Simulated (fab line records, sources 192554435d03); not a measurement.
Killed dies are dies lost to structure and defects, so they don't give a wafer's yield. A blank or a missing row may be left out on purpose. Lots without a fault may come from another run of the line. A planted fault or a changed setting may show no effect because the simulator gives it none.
fab line records | flow n5_finfet
record lots=7 wafers=21 last_day=18
route steps=1938 shown BEOL_M6@1213
lots that met no fault: from a run of the same line without faults
start_h: hours from the record's first day to the start of the lot's first wafer shown | wait_h: hours since the lot's step before | " the same as in the row above | L1.1+2: a row that stands for several wafers | - no value, or no start given | * or withheld: withheld | < > ~ a bound
route shown NAME@n: a module of which the file shows steps, and the number in the route of the first | usual: mean/standard deviation of fault-free wafers | same: alike in all rows | chamber/n: place in a boat | sites: the reading at each site | _std_site: their standard deviation | _edge_site: outer sites' mean less inner sites' | radius_mm: how far each site lies from the wafer's centre | mask NAME#n: copy n | behind: the tool/chamber that last shaped the wafer | hold: why the lot was held/for how many hours/how that ended | device: the transistor (n, p or np) that didn't switch | end of line: the same wafers' tests at the end of the route | a step without rows: its recipe alone | killed: dies lost to structure and defects at the first sort, not the wafer's yield | map: a wafer's dies, x killed, . not, _ none there
set.NAME: the setting as run; set.NAME@STEP: as run at that earlier step | model.NAME: the simulator's own value behind a step, which no gauge read
lots at some steps of the route; a table a step, a row a wafer
services: from which hour (start_h, from the record's first day; less than 0 if before it) a tool's chamber was out of use, for how many hours, and why
## steps
# step N5_BEOL_M6_STRIP_68
# recipe chemistry=N2/H2 temp_c=40 n2_flow_sccm=200 h2_flow_sccm=200 rf_frequency_hz=6e+07
# step N5_BEOL_M6_STRIP_67
# recipe chemistry=CF4 resist=SiARC power_w=300 bias_power_w=75 pressure_mtorr=50 cf4_flow_sccm=150 rf_frequency_hz=6e+07
# usual chamber_pressure_mTorr=50.00/0.052 drypump_motor_current_A=5.8/0.34 oes_product_au=0.80/0.072 rf_vpp_V=270.8/1.6 showerhead_plenum_p_Torr=1.79/0.062 throttle_valve_pct=13.57/0.3
# columns lot.wafer tool chamber start_h wait_h chamber_pressure_mTorr drypump_motor_current_A oes_product_au rf_hours_counter_h rf_vpp_V showerhead_plenum_p_Torr throttle_valve_pct
L297.4 rie_diel-04 3 196.98 0.0 50.02 5.6 0.84 47 273.4 1.90 13.59
L297.5 " 3 " " 50.00 5.6 0.84 - 272.4 1.90 13.60
L297.6 " 0 " " 50.01 5.5 0.83 - 271.2 1.75 13.28
L308.2 rie_diel-04 2 274.92 0.0 49.98 5.6 0.73 210 271.9 1.85 14.07
L308.3 " 1 " " 50.05 6.2 0.83 65 273.3 1.89 13.50
L308.5 " 2 " " 49.93 5.6 0.73 - 271.0 1.85 14.06
L309.2 rie_diel-01 1 275.02 0.0 50.13 5.9 0.93 6 271.6 1.76 13.23
L309.3 " 3 " " 50.03 5.7 0.74 158 270.7 1.73 13.86
L309.6 " 1 " " 50.06 5.9 0.95 - 270.2 1.77 13.24
L310.1 rie_diel-01 3 280.41 0.0 50.02 5.7 0.74 160 269.8 1.73 13.85
L310.2 " 0 " " 50.04 6.1 0.79 138 269.3 1.73 13.35
L310.5 " 0 " " 50.03 6.1 0.78 - 268.8 1.73 13.33
L315.4 rie_diel-04 3 303.60 0.0 50.05 5.7 0.79 78 271.3 1.89 13.66
L315.5 " 0 " " 49.92 5.5 0.80 - 269.8 1.74 13.33
L315.6 " 3 " " 50.07 5.6 0.80 - 274.9 1.89 13.66
L314.2 rie_diel-04 1 305.58 0.0 49.91 6.2 0.82 74 273.7 1.89 13.52
L314.3 " 0 " " 49.90 5.4 0.81 111 271.1 1.74 13.33
L314.5 " 2 " " 49.98 5.6 0.72 - 273.2 1.84 14.09
L316.1 rie_diel-01 0 330.07 0.0 50.05 6.1 0.76 156 269.6 1.72 13.38
L316.2 " 3 " " 49.98 5.7 0.72 179 269.4 1.73 13.89
L316.5 " 0 " " 50.04 6.1 0.77 - 269.9 1.72 13.38
# step N5_BEOL_M6_HM_OPEN_17
# recipe chemistry=Cl2/BCl3 target_depth_a=200 overetch_a=60 target=TiN mask_material=SOC ion_energy_ev=150 pressure_mtorr=10 icp_w=1000 bias_w=126 Cl2_flow_sccm=53.25 bcl3_flow_sccm=21.75 Ar_flow_sccm=25
# usual chamber_pressure_mTorr=10.000/0.0084 drypump_motor_current_A=5.7/0.33 mfc_ar_sccm=25.01/0.069 mfc_cl2_sccm=53.26/0.17 oes_ar_750_au=0.80/0.1 oes_product_au=0.68/0.083 throttle_valve_pct=22.18/0.15
# columns lot.wafer tool chamber start_h wait_h chamber_pressure_mTorr drypump_motor_current_A mfc_ar_sccm mfc_cl2_sccm oes_ar_750_au oes_product_au rf_hours_counter_h throttle_valve_pct
L297.4 rie_metal-02 0 197.05 0.1 9.996 5.3 25.04 53.33 0.73 0.64 - 22.41
L297.5 " 1 " " 10.005 5.7 24.98 53.45 0.98 0.83 - 22.15
L297.6 " 0 " " 9.999 5.3 25.06 53.34 0.75 0.64 - 22.40
L308.2 rie_metal-03 1 274.96 0.0 9.985 5.6 25.06 53.05 0.85 0.74 13 22.07
L308.3 " 0 " " 10.010 5.5 24.89 53.64 0.75 0.64 - 22.32
L308.5 " 0 " " 9.990 5.5 24.95 53.65 0.75 0.64 - 22.32
L309.2 rie_metal-02 1 275.06 0.0 10.005 5.7 25.03 53.28 0.93 0.78 10 22.15
L309.3 " 0 " " 10.009 5.3 25.00 53.18 0.72 0.62 - 22.43
L309.6 " 0 " " 10.009 5.3 25.07 53.25 0.72 0.62 - 22.42
L310.1 rie_metal-02 0 280.45 0.0 9.999 5.3 24.95 53.33 0.72 0.60 57 22.44
L310.2 " 1 " " 10.007 5.7 24.95 53.15 0.92 0.77 11 22.17
L310.5 " 0 " " 9.988 5.3 25.01 53.26 0.72 0.62 - 22.42
L315.4 rie_metal-02 0 303.67 0.1 10.000 5.3 24.97 53.17 0.71 0.61 - 22.44
L315.5 " 0 " " 10.006 5.3 25.23 53.36 0.72 0.61 - 22.43
L315.6 " 1 " " 9.995 5.7 24.99 53.38 0.91 0.77 - 22.15
L314.2 rie_metal-02 0 305.62 0.0 9.992 5.3 24.92 53.00 0.72 0.61 60 22.45
L314.3 " 0 " " 10.002 5.3 24.95 53.14 0.72 0.61 - 22.42
L314.5 " 0 " " 10.003 5.3 25.04 53.24 0.71 0.61 - 22.42
L316.1 rie_metal-02 1 330.11 0.0 10.006 5.7 24.95 53.05 0.91 0.76 15 22.16
L316.2 " 0 " " 10.004 5.3 25.04 53.09 0.71 0.61 64 22.42
L316.5 " 0 " " 9.995 5.3 24.99 53.08 0.71 0.61 - 22.43
# step N5_BEOL_M6_STRIP_19
# recipe chemistry=O2 power_w=400 temp_c=40 pressure_mtorr=30 rf_frequency_hz=6e+07 bias_power_w=0 overash_fraction=0.2 o2_flow_sccm=225
# usual chamber_pressure_mTorr=30.00/0.037 drypump_motor_current_A=5.9/0.34 oes_product_au=0.79/0.079 rf_vpp_V=3.6/0.59 showerhead_plenum_p_Torr=2.07/0.067 throttle_valve_pct=16.67/0.28
# columns lot.wafer tool chamber start_h wait_h chamber_pressure_mTorr drypump_motor_current_A oes_product_au rf_hours_counter_h rf_vpp_V showerhead_plenum_p_Torr throttle_valve_pct
L297.4 rie_diel-04 3 197.19 0.1 30.01 5.7 0.84 47 4.1 2.22 16.71
L297.5 " 2 " " 29.94 5.6 0.74 - 3.4 2.16 17.03
L297.6 " 1 " " 30.02 6.2 0.84 - 4.0 2.21 16.54
L308.2 rie_diel-01 1 275.18 0.2 30.03 5.9 0.95 6 4.5 2.07 16.36
L308.3 " 2 " " 30.01 6.2 0.68 245 3.0 2.07 16.72
L308.5 " 1 " " 30.00 6.0 0.95 - 3.6 2.07 16.36
L309.2 rie_diel-01 0 275.22 0.1 29.95 6.1 0.78 136 4.3 2.02 16.44
L309.3 " 2 " " 30.02 6.2 0.68 245 3.6 2.07 16.72
L309.6 " 1 " " 30.06 5.9 0.94 - 3.7 2.07 16.38
L310.1 rie_diel-01 1 280.57 0.1 29.97 6.0 0.93 8 3.5 2.07 16.36
L310.2 " 0 " " 30.00 6.1 0.77 138 4.1 2.02 16.47
L310.5 " 3 " " 30.03 5.7 0.74 - 4.0 2.01 16.91
L315.4 rie_diel-03 3 303.76 0.1 29.99 5.9 0.72 211 3.6 1.99 16.94
L315.5 " 1 " " 29.97 6.3 0.85 - 3.2 2.04 16.32
L315.6 " 2 " " 29.99 5.4 0.73 - 2.9 2.18 17.12
L314.2 rie_diel-03 2 305.73 0.1 29.97 5.5 0.72 189 5.0 2.18 17.12
L314.3 " 1 " " 29.99 6.3 0.85 57 3.6 2.04 16.32
L314.5 " 2 " " 30.01 5.5 0.73 - 3.6 2.18 17.13
L316.1 rie_diel-01 1 330.22 0.1 30.01 5.9 0.89 26 2.5 2.06 16.43
L316.2 " 3 " " 29.96 5.8 0.73 179 4.6 2.00 16.95
L316.5 " 3 " " 30.02 5.7 0.72 - 2.8 2.00 16.94
# step N5_BEOL_M6_CD_MEAS_18
# recipe pitch_nm=80 target_cd_nm=40
# usual cd_nm=40.0/0.47
# columns lot.wafer tool chamber start_h wait_h cd_nm
L297.4 cd_sem-01 - 197.27 0.1 39.4
L297.5 " - " " 40.1
L297.6 " - " " 39.5
L308.2 cd_sem-03 - 275.25 0.1 41.2
L308.3 " - " " 40.7
L308.5 " - " " 40.8
L309.2 cd_sem-03 - 275.29 0.1 40.1
L309.3 " - " " 39.8
L309.6 " - " " 40.0
L310.1 cd_sem-03 - 280.64 0.0 40.2
L310.2 " - " " 39.5
L310.5 " - " " 39.2
L315.4 cd_sem-03 - 303.83 0.1 40.3
L315.5 " - " " 40.1
L315.6 " - " " 40.7
L314.2 cd_sem-02 - 305.80 0.1 40.0
L314.3 " - " " 40.4
L314.5 " - " " 41.1
L316.1 cd_sem-02 - 330.29 0.0 39.6
L316.2 " - " " 39.2
L316.5 " - " " 39.8
# step N5_BEOL_M6_COAT_63
# recipe resist=SOC temp_c=250 time_s=60 spin_rpm=1500 resist_thk_nm=60
# step N5_BEOL_M6_COAT_64
# recipe resist=SiARC temp_c=220 time_s=60 spin_rpm=1500 resist_thk_nm=12
# step N5_BEOL_M6_COAT_71
# recipe resist=underlayer temp_c=205 time_s=60 spin_rpm=1500 resist_thk_nm=5
# step N5_BEOL_M6_COAT_22
# recipe resist=CAR-EUV spin_rpm=1500 resist_thk_nm=30
# step N5_BEOL_M6_EBR_24
# recipe solvent=PGMEA ebr_width_mm=1.5
# step N5_BEOL_M6_SOFTBAKE_23
# recipe temp_c=110 time_s=60 resist=CAR-EUV
# step N5_BEOL_M6_EXPOSE_25
# recipe mask_id=V5 na=0.33 source_shape=annular sigma_inner=0.4 sigma_outer=0.8 polarization=unpolarized target_cd_nm=40 dose_mj=45
# step N5_BEOL_M6_PEB_26
# recipe peb_temp_c=100 peb_time_s=60 resist=CAR-EUV
# usual chill_plate_temp_C=23.01/0.11 exhaust_pa=45.1/0.81 heater_power_total_W=154.1/1.1
# columns lot.wafer tool chamber start_h wait_h chill_plate_temp_C exhaust_pa heater_power_total_W
L297.4 litho_track-01 0 199.15 0.0 23.13 44.8 153.3
L297.5 " 0 " " 23.07 45.2 153.1
L297.6 " 0 " " 22.97 44.8 155.4
L309.2 litho_track-01 - 276.91 0.1 - - -
L309.3 " - " " - - -
L309.6 " - " " - - -
L308.2 litho_track-02 - 277.08 0.1 - - -
L308.3 " - " " - - -
L308.5 " - " " - - -
L310.1 litho_track-02 - 281.48 0.1 - - -
L310.2 " - " " - - -
L310.5 " - " " - - -
L315.4 litho_track-01 0 305.77 0.0 23.02 46.2 152.4
L315.5 " 0 " " 22.96 44.9 152.3
L315.6 " 0 " " 23.09 45.7 152.6
L314.2 litho_track-02 0 306.17 0.1 23.05 44.9 155.6
L314.3 " 0 " " 23.08 44.7 153.0
L314.5 " 0 " " 22.99 43.0 155.2
L316.1 litho_track-01 0 330.66 0.1 23.01 45.5 153.0
L316.2 " 0 " " 22.86 45.0 154.0
L316.5 " 0 " " 22.97 44.7 153.1
# step N5_BEOL_M6_DEVELOP_27
# recipe develop_time_s=30 developer=TMAH resist=CAR-EUV rinse_liquid=surfactant_rinse dry=air_spin dev_temp_c=23
## services
# columns tool chamber start_h hours kind
litho_track-01 - 179.45 - consumable_replace:filter
rie_diel-01 1 203.47 7.2 repair
rie_diel-04 1 209.09 6.8 repair
rie_diel-03 2 212.85 15.3 repair
litho_track-02 - 213.56 - consumable_replace:filter
rie_metal-02 - 224.83 1.2 repair
rie_metal-03 - 225.57 28.1 pm
rie_metal-02 - 239.47 1.7 repair
rie_diel-04 - 240.08 14.6 pm
rie_diel-01 1 244.09 - clean
rie_diel-01 1 244.09 - consumable_replace:focus_ring
rie_diel-01 1 244.09 13.9 scheduled_down
rie_diel-01 1 244.09 13.9 vent_cycle
rie_diel-01 2 290.57 - clean
rie_diel-01 2 290.57 - consumable_replace:focus_ring
rie_diel-01 2 290.57 21.6 scheduled_down
rie_diel-01 2 290.57 21.6 vent_cycle
rie_metal-03 - 303.59 1.4 pm
rie_metal-03 0 309.96 21.4 repair
rie_metal-02 1 310.40 10.4 repair
## key
first_sign step=N5_BEOL_M6_PEB_26 reading=tool_record direction=missing
effect none on later readings
met_at N5_BEOL_M6_PEB_26
struck_wafers L308.2,L308.3,L308.5,L309.2,L309.3,L309.6,L310.1,L310.2,L310.5
later_rows_left_out L308.2,L308.3,L308.5,L309.2,L309.3,L309.6,L310.1,L310.2,L310.5
sort_left_out L308.2,L308.3,L308.5,L309.2,L309.3,L309.6,L310.1,L310.2,L310.5
onset_between 199.15 276.91
fault kind=skipped_step_whole tool=litho_track-01,litho_track-02 chamber=- onset_h=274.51 steps=N5_BEOL_M6_PEB_26 scope=struck_lots_only
# sort_left_out: the simulated sort isn't trusted on such a fault, so these wafers' sort isn't shown, and their yield isn't known
# later_rows_left_out: the simulator's readings of these wafers behind a module that went badly wrong aren't trusted and aren't shown, but for the sort
